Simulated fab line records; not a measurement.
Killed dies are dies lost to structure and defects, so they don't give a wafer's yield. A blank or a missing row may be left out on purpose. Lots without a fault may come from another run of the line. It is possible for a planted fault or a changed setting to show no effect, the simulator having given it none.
Matching of chambers / flow nand-harc / NHARC_P_BONDPAD_DESCUM_11 on rie-diel-04 has 4 sister chambers
The step chemistry O2, time 3 s. 7 wafers are shown with their chamber, then 10 later ones without.

## WAFERS WITH THEIR CHAMBER
wafer=L075.5; chamber=2; drypump-motor-current-A (A)=5.8; oes-product-au (a.u.)=0.984
wafer=L086.3; chamber=1; drypump-motor-current-A (A)=5.7; oes-product-au (a.u.)=0.995
wafer=L087.2; chamber=1; drypump-motor-current-A (A)=5.7; oes-product-au (a.u.)=1.006
wafer=L090.1; chamber=3; drypump-motor-current-A (A)=5.4; oes-product-au (a.u.)=0.985
wafer=L090.5; chamber=0; drypump-motor-current-A (A)=6.0; oes-product-au (a.u.)=0.992
wafer=L091.1; chamber=0; drypump-motor-current-A (A)=5.9; oes-product-au (a.u.)=0.993
wafer=L091.3; chamber=3; drypump-motor-current-A (A)=5.5; oes-product-au (a.u.)=0.986

## WAFERS WITHOUT THEIR CHAMBER
wafer=L091.6; drypump-motor-current-A (A)=5.9; oes-product-au (a.u.)=0.988
wafer=L094.1; drypump-motor-current-A (A)=6.0; oes-product-au (a.u.)=0.997
wafer=L094.4; drypump-motor-current-A (A)=5.5; oes-product-au (a.u.)=0.992
wafer=L094.6; drypump-motor-current-A (A)=5.8; oes-product-au (a.u.)=0.990
wafer=L095.1; drypump-motor-current-A (A)=5.7; oes-product-au (a.u.)=1.008
wafer=L095.3; drypump-motor-current-A (A)=5.9; oes-product-au (a.u.)=1.003
wafer=L095.5; drypump-motor-current-A (A)=5.5; oes-product-au (a.u.)=0.999
wafer=L096.3; drypump-motor-current-A (A)=5.9; oes-product-au (a.u.)=0.995
wafer=L096.4; drypump-motor-current-A (A)=5.8; oes-product-au (a.u.)=0.992
wafer=L096.5; drypump-motor-current-A (A)=5.8; oes-product-au (a.u.)=0.983

## THE CHAMBER EACH PASSED THROUGH
wafer=L091.6; from the rows above=can't be placed: 0 or 2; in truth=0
wafer=L094.1; from the rows above=0; in truth=0
wafer=L094.4; from the rows above=3; in truth=3
wafer=L094.6; from the rows above=can't be placed: 2 or 0 or 1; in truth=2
wafer=L095.1; from the rows above=1; in truth=1
wafer=L095.3; from the rows above=can't be placed: 0 or 1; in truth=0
wafer=L095.5; from the rows above=can't be placed: 3 or 1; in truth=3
wafer=L096.3; from the rows above=can't be placed: 0 or 2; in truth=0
wafer=L096.4; from the rows above=can't be placed: 2 or 1 or 0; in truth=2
wafer=L096.5; from the rows above=2; in truth=2
Correctly placed: 4 of 10. From these rows, 6 cannot be placed; in 6 the true chamber is one of the candidates. 0 placed wrongly.
How it was worked out, from the rows above alone: a wafer's distance from a chamber is the root of the sum, over the readings, of the square of ((its reading less the chamber's mean) divided by the reading's scatter). The wafer belongs to the nearest chamber; if the next one is less than 2 further off, it can't be placed. A chamber's mean is the mean of its shown wafers. How the scatter is found: for the shown wafers, subtract from each reading the mean of its chamber, square and add these, divide the total by (wafers less chambers), then take the root.
